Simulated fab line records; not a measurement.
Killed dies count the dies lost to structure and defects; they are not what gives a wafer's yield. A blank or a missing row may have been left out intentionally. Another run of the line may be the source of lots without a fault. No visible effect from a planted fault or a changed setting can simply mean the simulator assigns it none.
Which of the tools did it? + flow nand-harc + 11 lots with 31 wafers sampled at 6 steps, on a route of 1302 steps

== WHAT THE GAUGES READ, wafer by wafer ==
NHARC_A_SLIT_INSPECT_11.
| lot  | measured     | on                | raw-defect-count |
|------|--------------|-------------------|------------------|
| L481 | day 20 07:09 | defect-inspect-02 | 64 77 60         |
| L484 | day 21 10:16 | defect-inspect-01 | 74 65 77         |
| L486 | day 22 00:41 | defect-inspect-01 | 113 125 98       |
| L490 | day 24 07:16 | defect-inspect-01 | 334 338          |
| L492 | day 24 17:27 | defect-inspect-02 | 69 69 53         |
| L497 | day 26 02:38 | defect-inspect-01 | 18 11 21         |
| L499 | day 27 12:59 | defect-inspect-01 | 26 32 21         |
| L500 | day 27 22:37 | defect-inspect-02 | 54 67 63         |
| L501 | day 28 07:50 | defect-inspect-02 | 19 25 33         |
| L502 | day 29 07:38 | defect-inspect-01 | 13 9 12          |
| L503 | day 29 12:18 | defect-inspect-02 | 77 88 70         |

NHARC_END_SORT_01.
| lot  | measured     | on        | killed-at-array | killed-at-other | killed-at-periphery | killed-dies | killed-open | killed-short |
|------|--------------|-----------|-----------------|-----------------|---------------------|-------------|-------------|--------------|
| L490 | day 30 11:43 | prober-01 | 134             | 0               | 0                   | 134         | 1           | 1            |

== WHAT TOOL EACH LOT RAN ON (gives the tool, then ch and the chambers of the sampled wafers, and finally the start) ==
| lot  | NHARC_A_SGD_CUT_ETCH_15                       | NHARC_A_SLIT_DEP_25             | NHARC_A_SLIT_DEP_23             | NHARC_A_SLIT_ETCH_29               |
|------|-----------------------------------------------|---------------------------------|---------------------------------|------------------------------------|
| L481 | rie-diel-10 ch 1,2,3, day 20 00:38 or earlier | pecvd-03 ch 1,2, day 20 00:38   | pecvd-03 ch 1,2, day 20 06:23   | rie-diel-04 ch 0,2,3, day 20 12:59 |
| L484 | rie-diel-13 ch 0,3, day 21 03:20 or earlier   | pecvd-03 ch 1,2, day 21 03:20   | pecvd-03 ch 1,2, day 21 09:35   | rie-diel-04 ch 0,2,3, day 21 16:04 |
| L486 | rie-diel-05 ch 1,2,3, day 21 17:11 or earlier | pecvd-02 ch 1,2, day 21 17:11   | pecvd-02 ch 1,2, day 21 23:53   | rie-diel-09 ch 0,1,2, day 22 06:30 |
| L490 | rie-diel-10 ch 1, day 24 02:31 or earlier     | pecvd-02 ch 2, day 24 02:31     | pecvd-02 ch 2, day 24 06:36     | rie-diel-02 ch 3, day 25 03:49     |
| L492 | rie-diel-10 ch 0,1,3, day 24 12:35 or earlier | pecvd-03 ch 0,2, day 24 12:35   | pecvd-03 ch 0,2, day 24 16:41   | rie-diel-09 ch 0,1,2, day 24 23:14 |
| L497 | rie-diel-13 ch 0,2, day 25 20:47 or earlier   | pecvd-03 ch 1,2, day 25 20:47   | pecvd-04 ch 1,2, day 26 01:50   | rie-diel-04 ch 1,2,3, day 26 08:43 |
| L499 | rie-diel-13 ch 0,1,3, day 27 07:26 or earlier | pecvd-03 ch 0,1,2, day 27 07:26 | pecvd-03 ch 0,1,2, day 27 12:11 | rie-diel-09 ch 0,1, day 27 19:09   |
| L500 | rie-diel-10 ch 0,2,3, day 27 16:45 or earlier | pecvd-03 ch 0,2, day 27 16:45   | pecvd-04 ch 0,2, day 27 22:00   | rie-diel-02 ch 0,3, day 28 04:28   |
| L501 | rie-diel-10 ch 2,3, day 28 02:43 or earlier   | pecvd-04 ch 0,1, day 28 02:43   | pecvd-02 ch 0,1,2, day 28 07:04 | rie-diel-04 ch 0,1,3, day 28 13:41 |
| L502 | rie-diel-10 ch 0,2,3, day 28 22:36 or earlier | pecvd-02 ch 0,2, day 28 22:36   | pecvd-03 ch 0,1,2, day 29 06:59 | rie-diel-09 ch 0,1,3, day 29 13:26 |
| L503 | rie-diel-10 ch 0,1,2, day 29 07:25 or earlier | pecvd-04 ch 0,1,2, day 29 07:25 | pecvd-02 ch 0,1,2, day 29 11:30 | rie-diel-02 ch 0,1,2, day 29 19:42 |
- NHARC_A_SGD_CUT_ETCH_15: etches the open film in CH3F/O2, target depth 75 nm, time 64.3 s.
- NHARC_A_SLIT_DEP_25: deposits SiO2, target thk 200 nm.
- NHARC_A_SLIT_DEP_23: deposits SiON, target thk 100 nm.
- NHARC_A_SLIT_ETCH_29: etches the open film in CF4/O2, target depth 100 nm, overetch 10 nm, time 55 s.

== AS READ BY THE TOOLS THEMSELVES (means over the sampled wafers that have a number; for cases with no such wafer, the mark the record gives instead) ==
NHARC_A_SGD_CUT_ETCH_15.
| lot  | tool        | ch3f-flow-sccm (sccm) | chamber-pressure-mTorr (mTorr) | drypump-motor-current-A (A) | mfc-ar-sccm (sccm) | oes-product-au (a.u.) | rf-vpp-V (V) | showerhead-plenum-p-Torr (Torr) | throttle-valve-pct (%) |
|------|-------------|-----------------------|--------------------------------|-----------------------------|--------------------|-----------------------|--------------|---------------------------------|------------------------|
| L481 | rie-diel-10 | 49.93                 | 24.989                         | 5.4                         | 200.3              | 0.969                 | 262.4        | 2.36                            | 20.661                 |
| L484 | rie-diel-13 | 49.94                 | 25.009                         | 5.3                         | 199.6              | 0.942                 | 262.4        | 2.36                            | 20.668                 |
| L486 | rie-diel-05 | 50.10                 | 25.002                         | 5.8                         | 199.4              | 0.982                 | 262.7        | 2.40                            | 20.662                 |
| L490 | rie-diel-10 | 49.74                 | 24.997                         | 5.6                         | 201.2              | 0.979                 | 261.3        | 2.29                            | 20.666                 |
| L492 | rie-diel-10 | 49.92                 | 24.993                         | 5.6                         | 200.9              | 0.971                 | 262.8        | 2.35                            | 20.666                 |
| L497 | rie-diel-13 | 49.90                 | 25.010                         | 5.1                         | 200.1              | 0.963                 | 263.0        | 2.40                            | 20.667                 |
| L499 | rie-diel-13 | 50.02                 | 24.998                         | 5.2                         | 199.3              | 0.908                 | 263.6        | 2.44                            | 20.669                 |
| L500 | rie-diel-10 | 49.96                 | 24.994                         | 5.5                         | 199.7              | 0.974                 | 262.5        | 2.40                            | 20.661                 |
| L501 | rie-diel-10 | 50.00                 | 24.991                         | 5.4                         | 199.5              | 0.977                 | 262.9        | 2.40                            | 20.659                 |
| L502 | rie-diel-10 | 50.01                 | 25.005                         | 5.5                         | 200.5              | 0.974                 | 263.0        | 2.40                            | 20.666                 |
| L503 | rie-diel-10 | 50.04                 | 25.004                         | 5.6                         | 200.0              | 0.973                 | 263.0        | 2.38                            | 20.649                 |

NHARC_A_SLIT_DEP_25.
| lot  | tool     | heater-power-outer-w (W) | heater-power-w (W) | throttle-valve-pct (%) |
|------|----------|--------------------------|--------------------|------------------------|
| L481 | pecvd-03 | 339                      | 576                | 16.3                   |
| L484 | pecvd-03 | 314                      | 551                | 15.9                   |
| L486 | pecvd-02 | 422                      | 695                | 15.5                   |
| L490 | pecvd-02 | 408                      | 669                | 15.7                   |
| L492 | pecvd-03 | 296                      | 534                | 15.6                   |
| L497 | pecvd-03 | 358                      | 616                | 15.9                   |
| L499 | pecvd-03 | 300                      | 543                | 16.0                   |
| L500 | pecvd-03 | 300                      | 545                | 15.9                   |
| L501 | pecvd-04 | 284                      | 475                | 16.1                   |
| L502 | pecvd-02 | 307                      | 560                | 15.4                   |
| L503 | pecvd-04 | 331                      | 575                | 16.0                   |

NHARC_A_SLIT_DEP_23.
| lot  | tool     | heater-power-outer-w (W) | heater-power-w (W) |
|------|----------|--------------------------|--------------------|
| L481 | pecvd-03 | 492                      | 787                |
| L484 | pecvd-03 | 459                      | 769                |
| L486 | pecvd-02 | 504                      | 814                |
| L490 | pecvd-02 | 605                      | 927                |
| L492 | pecvd-03 | 476                      | 782                |
| L497 | pecvd-04 | 407                      | 694                |
| L499 | pecvd-03 | 486                      | 777                |
| L500 | pecvd-04 | 478                      | 783                |
| L501 | pecvd-02 | 465                      | 766                |
| L502 | pecvd-03 | 472                      | 768                |
| L503 | pecvd-02 | 485                      | 806                |

NHARC_A_SLIT_ETCH_29.
| lot  | tool        | chamber-pressure-mTorr (mTorr) | drypump-motor-current-A (A) | mfc-ar-sccm (sccm) | oes-product-au (a.u.) | rf-vpp-V (V) | showerhead-plenum-p-Torr (Torr) | throttle-valve-pct (%) |
|------|-------------|--------------------------------|-----------------------------|--------------------|-----------------------|--------------|---------------------------------|------------------------|
| L481 | rie-diel-04 | 30.002                         | 5.7                         | 0.000              | 0.989                 | 198.2        | 1.35                            | 13.402                 |
| L484 | rie-diel-04 | 29.990                         | 5.7                         | 0.000              | 1.002                 | 198.1        | 1.36                            | 13.401                 |
| L486 | rie-diel-09 | 29.984                         | 5.5                         | 0.006              | 0.985                 | 195.9        | 1.28                            | 13.401                 |
| L490 | rie-diel-02 | 29.969                         | 5.9                         | 0.000              | 1.007                 | 200.0        | 1.40                            | 13.408                 |
| L492 | rie-diel-09 | 29.999                         | 5.5                         | 0.006              | 1.002                 | 197.4        | 1.28                            | 13.403                 |
| L497 | rie-diel-04 | 29.998                         | 5.5                         | 0.000              | 1.007                 | 197.5        | 1.33                            | 13.397                 |
| L499 | rie-diel-09 | 30.013                         | 5.7                         | 0.011              | 0.997                 | 195.8        | 1.25                            | 13.396                 |
| L500 | rie-diel-02 | 29.993                         | 5.5                         | 0.005              | 1.014                 | 198.5        | 1.40                            | 13.395                 |
| L501 | rie-diel-04 | 30.008                         | 5.6                         | 0.000              | 1.006                 | 197.2        | 1.32                            | 13.396                 |
| L502 | rie-diel-09 | 29.994                         | 6.1                         | 0.010              | 1.002                 | 197.3        | 1.29                            | 13.392                 |
| L503 | rie-diel-02 | 30.014                         | 6.2                         | 0.007              | 1.005                 | 197.6        | 1.32                            | 13.391                 |

== THE ANSWER, worked out from the rows above alone ==
Rule: usual is defined by the lots themselves. Put in order of their means at a reading, lots are off if they are a third of the lots or fewer, leave a main group of 4 or more, and stand apart from it by a gap of 3 or more times the standard deviation of the main group's means; of several such gaps the widest counts. A main group is skipped when, at the precision printed for the reading in the tables above, its means are all equal. A lot without any number at a reading at which 4 lots or more have one is off too. All remaining lots with rows at the step are treated as sound. The gauges are gone through in route order, then the tools' own readings, and for those a lot's mean is taken as printed above. At the first step where some lot is off, the reading lying furthest off is the one used; lots without a number count as furthest.
Off: L490, at NHARC_A_SLIT_INSPECT_11 (raw-defect-count). Mean 53 and standard deviation 31 in the main group.
If a tool, at a process step before that reading, ran all the lots that are off and no sound lot after the first of them, it fits. Not tried: the gauges at NHARC_A_SLIT_INSPECT_11; whatever is off there is also off at NHARC_A_SGD_CUT_ETCH_15, on other tools, and gauge error can't account for it. NHARC_A_SGD_CUT_ETCH_15 gives no start for some lots, so the hours and the order of its lots are those of NHARC_A_SLIT_DEP_25. None of those tried fits.

== WHAT THE SIMULATOR HAD PUT IN ==
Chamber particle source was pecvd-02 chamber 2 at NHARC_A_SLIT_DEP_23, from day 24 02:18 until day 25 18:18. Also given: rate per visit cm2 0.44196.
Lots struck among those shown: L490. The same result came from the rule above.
